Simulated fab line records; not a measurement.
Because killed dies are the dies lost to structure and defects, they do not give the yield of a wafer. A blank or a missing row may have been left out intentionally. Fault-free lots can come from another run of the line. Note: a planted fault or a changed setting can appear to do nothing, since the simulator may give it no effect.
2 desks, one fault + flow n5 finfet + numbers are kept per desk, each desk with only its own; the story behind them comes last

## TOOL OWNER'S DESK, litho track-05
The tool's own readings at N5_BEOL_M0_SAQP_COAT_69 (time 60 s, resist thk 90 nm): means of the sampled wafers that have a number, for each lot that ran on this tool. The brackets show how far a lot's mean lies from the usual mean; more than 4 standard deviations puts the lot out of limits, marked OUT.
Columns: A = spin speed rpm at N5_BEOL_M0_SAQP_COAT_69, usual 1500.0 rpm
| lot  | first seen here | A                        |
|------|-----------------|--------------------------|
| L834 | day 7 05:44     | 1499.1                   |
| L836 | day 7 12:23     | 1500.3                   |
| L838 | day 8 04:25     | 1617.1 (+99 or more) OUT |
| L840 | day 8 17:31     | 1615.8 (+99 or more) OUT |
Finding of this desk: L838, L840 out of limits; the first was L838 at day 8 04:25, on spin speed rpm at N5_BEOL_M0_SAQP_COAT_69. Within limits: L834, L836.

## FROM THE METROLOGY DESK
Means of the sampled wafers that have a number, per lot and without regard to the tool the lot ran on: this is what the gauges read. The brackets show how far a lot's mean lies from the usual mean; more than 4 standard deviations puts the lot out of limits, marked OUT. Only the readings that lie furthest out on some lot appear, 7 of the 10 it has.
Columns: A = IOFF_P at N5_BEOL_M4_RC_MEAS_101, usual 0.21 nA/um; B = ION_N at N5_BEOL_M4_RC_MEAS_101, usual 674 uA/um; C = ION_P at N5_BEOL_M4_RC_MEAS_101, usual 462 uA/um; D = SS_N at N5_BEOL_M4_RC_MEAS_101, usual 71.6 mV/dec; E = SS_P at N5_BEOL_M4_RC_MEAS_101, usual 73.2 mV/dec; F = VT_N at N5_BEOL_M4_RC_MEAS_101, usual 249 mV; G = VT_P at N5_BEOL_M4_RC_MEAS_101, usual -250 mV
| lot  | first seen here | A    | B   | C   | D    | E    | F   | G    |
|------|-----------------|------|-----|-----|------|------|-----|------|
| L828 | day 10 20:59    | 0.25 | 669 | 464 | 71.6 | 73.4 | 249 | -247 |
| L834 | day 12 13:42    | 0.16 | 668 | 451 | 70.7 | 72.9 | 249 | -254 |
| L836 | day 12 22:52    | 0.16 | 655 | 446 | 71.2 | 72.8 | 253 | -256 |
| L833 | day 13 01:20    | 0.24 | 678 | 461 | 72.4 | 74.0 | 248 | -248 |
| L840 | day 13 09:17    | 0.17 | 664 | 458 | 70.8 | 72.4 | 254 | -254 |
| L838 | day 13 15:51    | 0.21 | 671 | 465 | 71.4 | 72.8 | 249 | -249 |
| L844 | day 14 17:44    | 0.17 | 662 | 455 | 70.9 | 73.2 | 251 | -254 |
| L848 | day 15 22:50    | 0.23 | 674 | 462 | 71.6 | 74.3 | 248 | -252 |
| L847 | day 17 04:29    | 0.22 | 669 | 457 | 71.9 | 73.5 | 250 | -250 |
Finding of this desk: none of the 9 lots has anything out of limits.

## PUT TOGETHER
The tool owner's desk had the chance to raise an alarm at day 8 04:25 on L838, L840.
From the metrology desk's view, nothing was out of limits.
The metrology desk holds a record of L838, L840, inside its limits.
N5_BEOL_M0_SAQP_COAT_69 was run on litho track-05 by each of the lots named.

## WHAT THE SIMULATOR PUT IN
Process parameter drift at N5_BEOL_M0_SAQP_COAT_69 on litho track-05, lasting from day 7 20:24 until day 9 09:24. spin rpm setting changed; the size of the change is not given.
Shown lots that were struck: L838, L840.
Hours from the fault's start to each desk's first reading out of limits: the tool owner's desk, 8.
